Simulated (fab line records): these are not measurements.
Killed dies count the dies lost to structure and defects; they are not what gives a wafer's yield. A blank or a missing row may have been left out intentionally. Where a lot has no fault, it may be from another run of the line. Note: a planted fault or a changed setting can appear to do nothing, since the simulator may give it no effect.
A lot that was struck, set against a sound lot || flow n5Finfet || 18 steps out of a route of 1938
Sound: the wafers L135.1, L135.3, L135.5. Wafers struck: L141.2, L141.4. At the end, the cause is stated.
Per side, at each step with rows, come the tool, then ch with its chambers, and then its first start. Under that, the readings that differ: sound wafers || struck wafers || difference of the means || sigmas: that difference in standard deviations of wafers without a fault.
alike: words and numbers the same on both sides, and readings whose means are apart by under 2 such deviations; not compared: readings that were withheld, readings missing a value for some wafer, numbers with overlapping values and no deviation given by the record, and bounds like >300 which may hide the same value.
Wherever a step has rows on one side only, a row that says differs or no value, or a row with sigmas, the two part there. Numbers that don't overlap but have no deviation are shown without sigmas and don't part them. Lack of a reading on every wafer of one side parts them only where that side has two or more wafers.

first, 2 steps without rows for these wafers: N5_BEOL_M2_ANNEAL_82 (time 240 s); N5_BEOL_M2_SPUTTER_86 (material Cu, target thk 4.5 nm, time 8.29 s).
N5_BEOL_M2_ANNEAL_87: time 240 s.
  sound on pvdSputter-02, day 9 08:23; struck on pvdSputter-01, day 11 01:18
  alike: heaterPowerW, susceptorTempC
then, 2 steps without rows for these wafers: N5_BEOL_M2_SPUTTER_88 (material Cu, target thk 4.5 nm, time 8.29 s); N5_BEOL_M2_ANNEAL_89 (time 240 s).
N5_BEOL_M2_SPUTTER_90: material Cu, target thk 4.5 nm, time 8.29 s.
  sound on pvdSputter-02, day 9 08:45; struck on pvdSputter-01, day 11 01:40
  alike: chamberPressurePa, substrateTempC, susceptorTempC, throttleValvePct
then, 2 steps without rows for these wafers: N5_BEOL_M2_ANNEAL_91 (time 240 s); N5_BEOL_M2_SPUTTER_92 (material Cu, target thk 4.5 nm, time 8.29 s).
N5_BEOL_M2_ANNEAL_93: time 240 s.
  sound on pvdSputter-02, day 9 09:03; struck on pvdSputter-01, day 11 01:58
  alike: heaterPowerW, susceptorTempC
then, 1 step without rows for these wafers: N5_BEOL_M2_SPUTTER_94 (material Cu, target thk 4.5 nm, time 8.29 s).
N5_BEOL_M2_ANNEAL_95: time 240 s.
  sound on pvdSputter-02, day 9 09:16; struck on pvdSputter-01, day 11 02:11
{"reading": "susceptorTempC (C)", "sound": "400.13 399.61 399.76", "struck": "400.31 400.35", "difference": "+0.50", "sigmas": "+2"}
  alike: heaterPowerW
then, 1 step without rows for these wafers: N5_BEOL_M2_SPUTTER_96 (material Cu, target thk 4.5 nm, time 8.29 s).
N5_BEOL_M2_ECD_50: material Cu, target thk 300 nm.
  sound on ecdCu-02 ch 0,1, day 9 09:32; struck on ecdCu-01 ch 0, day 11 02:26
{"reading": "model.Cu_of_BEOL_M2_ECD_50.thkNm (nm)", "sound": "304 297 300.4", "struck": "89.6 87.4", "difference": -212.0, "sigmas": ""}
N5_BEOL_M2_ANNEAL_51: time 90 s.
  sound on rtpAnneal-01 ch 0, day 9 09:37; struck on rtpAnneal-02 ch 0, day 11 02:34
{"reading": "wafer_temp_C_max", "sound": "225.6 225.4 225.7", "struck": "226.6 227.2", "difference": "+1.3", "sigmas": "+3"}
N5_BEOL_M2_CMP_52: polishes, stops on SiOC, t overpolish 6.8 s, target thk 40 nm.
  sound on cmp-04 ch 2,3, day 9 09:54; struck on cmp-04 ch 1,2, day 11 02:49
{"reading": "timeToEndpointS (s)", "sound": "68 66 66", "struck": "20 17", "difference": -48, "sigmas": -16}
  alike: headPressurePsi, motorCurrentA, retainingRingPressureFrac
  not compared: padLifeWafers
N5_BEOL_M2_THK_MEAS_53: measures by xrf.
  sound on filmMetro-01, day 9 10:12; struck on filmMetro-02, day 11 03:07
  alike: M2_THK
N5_BEOL_M4_RC_MEAS_101:
  sound on prober-02 ch 0, day 10 21:01; struck on prober-02 ch 0, day 12 12:59
  alike: DIBL_N, DIBL_P, IOFF_N, IOFF_P, ION_N, ION_P, SS_N, SS_P, VT_N, VT_P
-- here the record skips 4 days between the struck wafers' starts before and after, leaving off in module BEOL_M4 and picking up in module PASSIVATION (first step shown: number 1936 of the route) --
N5_PASSIVATION_PROBE_49:
  sound on prober-02, day 15 06:01; struck on prober-02, day 16 16:52
  alike: defectLimitedYield, killed_at_M0_to_M3, killed_at_M4_up, killedAtContacts, killedAtFrontEnd, killedAtOther, killedDies, killedOpen, killedShort, sort_bin_5_function, sort_bin_6_memory, sort_bin_8_speed, sortNPass, sortYieldPct

## WHERE THEY PART
At N5_BEOL_M2_ANNEAL_95 first; at N5_BEOL_M2_CMP_52 last (within this record only). Later steps at which nothing parts them and some readings are alike: N5_BEOL_M2_THK_MEAS_53, N5_BEOL_M4_RC_MEAS_101, N5_PASSIVATION_PROBE_49.

WHY: what had been put in by the simulator
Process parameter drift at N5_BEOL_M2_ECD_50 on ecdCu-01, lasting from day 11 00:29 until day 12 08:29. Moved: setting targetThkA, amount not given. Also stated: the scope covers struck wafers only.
